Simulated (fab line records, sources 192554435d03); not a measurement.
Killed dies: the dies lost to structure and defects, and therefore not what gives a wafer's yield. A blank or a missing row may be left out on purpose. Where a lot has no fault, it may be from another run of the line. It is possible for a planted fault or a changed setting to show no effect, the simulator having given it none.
Struck lot and sound lot, side by side | flow n5Finfet | 16 out of 1938 route steps
Sound: these wafers, L582.1, L582.2, L582.5. Struck: wafer L590.3 (left out: L590.2, L590.4 of the same lot, which were not struck); the cause appears at the end.
Per side, at each step with rows, come the tool, then ch with its chambers, and then its first start. Under that, the readings that differ: sound wafers | struck wafers | difference of the means | sigmas: that difference in standard deviations of wafers without a fault.
alike: a reading whose means differ by less than 2 such deviations, as well as words and numbers matching on both sides. not compared: withheld readings; readings where some wafer has no value; bounds like >300 that might hide an equal value; numbers whose values overlap and for which the record gives no deviation.
A row with sigmas, a row that says differs or no value, or rows on one side alone: a step with any of these is where the two part. Numbers that don't overlap but have no deviation are shown without sigmas and don't part them. A reading missing from all wafers of one side parts the sides only when that side holds two or more wafers.

N5_SDB_OVL_MEAS_12:
  sound on overlay-02 ch 0, day 4 22:50; struck on overlay-02 ch 0, day 7 04:53
  alike: SDB_OVL
N5_SDB_INSPECT_13: inspects for defects (brightfield).
  sound: defectInspect-01 at day 4 22:52; struck: defectInspect-02 at day 7 04:55
reading        | sound    | struck | difference | sigmas
rawDefectCount | 68 48 87 | 131    | +63        | +2
N5_SDB_DESCUM_16: chemistry O2, time 7.9 s.
  sound on rieDiel-02 ch 0,3, day 4 22:54; struck on rieDiel-02 ch 0, day 7 04:56
reading                      | sound                | struck | difference | sigmas
chamberPressureMTorr (mTorr) | 20.026 20.013 20.048 | 19.987 | -0.042     | -2
  alike: drypumpMotorCurrentA, oesProductAu, rfVppV, showerheadPlenumPTorr, throttleValvePct
  not compared: rfHoursCounterH
N5_SDB_ETCH_17: etches SiARC in CF4, target depth 23.4 nm, time 39 s.
  sound on rieDiel-02 ch 0,3, day 4 22:56; struck on rieDiel-02 ch 0, day 7 04:59
  alike: biasW, chamberPressureMTorr, drypumpMotorCurrentA, etchRfOnTimeS, oesProductAu, rfVppV, showerheadPlenumPTorr, throttleValvePct
  not compared: rfHoursCounterH
N5_SDB_ETCH_18: etches SOC in N2/H2, target depth 100 nm, overetch 20 nm, time 150 s.
  sound on rieDiel-02 ch 0,3, day 4 22:58; struck on rieDiel-02 ch 0, day 7 05:01
  alike: biasW, chamberPressureMTorr, drypumpMotorCurrentA, n2FlowSccm, oesProductAu, rfVppV, showerheadPlenumPTorr, throttleValvePct
  not compared: rfHoursCounterH
then, 3 steps without rows for these wafers: N5_SDB_STRIP_19 (strips in N2/H2); N5_SDB_STRIP_21 (strips in CF4); N5_SDB_HM_OPEN_20 (chemistry CH3F/O2, target SiNx, stops on poly-Si, target depth 24 nm).
N5_SDB_STRIP_22: strips in N2/H2.
  sound on plasmaAsher-01 ch 0,1, day 4 23:13; struck on plasmaAsher-01 ch 1, day 7 05:38
reading                  | sound          | struck | difference | sigmas
drypumpMotorCurrentA (A) | 5.02 5.65 5.03 | 5.70   | +0.47      | +2
heaterPowerW (W)         | 327 371 322    | 371    | +31        | +2
  alike: n2FlowSccm, oesProductAu, stripTimeToEndpointS
  not compared: rfHoursCounterH
then, 2 steps without rows for these wafers: N5_SDB_PRECLEAN_23 (cleans in dHF, time 30 s); N5_SDB_DUMMY_REMOVE_24 (chemistry TMAH, target poly-Si, stops on SiO2, target depth 142 nm, time 57 s, rinse time 30 s).
N5_SDB_ETCH_25: etches SiO2 in C4F6/O2, target depth 10 nm, time 3.3 s.
  sound on rieDiel-05 ch 0,1, day 4 23:26; struck on rieDiel-02 ch 0, day 7 05:51
  alike: biasW, chamberPressureMTorr, drypumpMotorCurrentA, oesProductAu, rfVppV, showerheadPlenumPTorr, throttleValvePct
  not compared: rfHoursCounterH
N5_SDB_CUT_ETCH_26: etches Si in HBr/Cl2/O2, target depth 129.6 nm, bt time 20 s, time 51.8 s.
  sound on rieSi-06 ch 0,1, day 4 23:31; struck on rieSi-05 ch 0, day 7 05:56
reading                                | sound             | struck | difference | sigmas
model.SDB.featureDepthNm (nm)          | 128.4 130.2 128.6 | 133.8  | +4.7       | 
model.etch.depthNm (nm)                | 128.4 130.3 128.5 | 133.7  | +4.6       | 
model.SiNx_of_SDB_HM_DEP_00.thkNm (nm) | 22 22 23          | 19.6   | -2.7       | 
  alike: chamberPressureMTorr, drypumpMotorCurrentA, mfcCl2Sccm, oesProductAu, throttleValvePct
  not compared: biasW, rfHoursCounterH
N5_SDB_PRECLEAN_38: cleans in dHF, time 10 s.
  sound on wetBench-05 ch 2,3,6, day 4 23:38; struck on wetBench-05 ch 0, day 7 06:03
reading                                | sound      | struck | difference | sigmas
model.SiNx_of_SDB_HM_DEP_00.thkNm (nm) | 22 22 22.8 | 19.6   | -2.7       | 
then, 1 step without rows for these wafers: N5_SDB_PRECLEAN_39 (cleans in O3/DIW, time 45 s).
-- the record jumps here: 5 days lie between the struck wafers' starts before and after (it left off in module SDB and takes up again in module BEOL_M4, whose first step shown is number 1111 of the route) --
N5_BEOL_M4_RC_MEAS_101:
  sound on prober-01 ch 0, day 9 16:26; struck on prober-02 ch 0, day 12 11:02
reading   | sound                | struck | difference | sigmas
VT_P (mV) | -254.0 -250.2 -251.2 | -245.3 | +6.5       | +2
  alike: DIBL_N, DIBL_P, IOFF_N, IOFF_P, ION_N, ION_P, SS_N, SS_P, VT_N

WHERE THEY PART
At N5_SDB_INSPECT_13 first; at N5_BEOL_M4_RC_MEAS_101 last (within this record only).

WHY: what had been put in by the simulator
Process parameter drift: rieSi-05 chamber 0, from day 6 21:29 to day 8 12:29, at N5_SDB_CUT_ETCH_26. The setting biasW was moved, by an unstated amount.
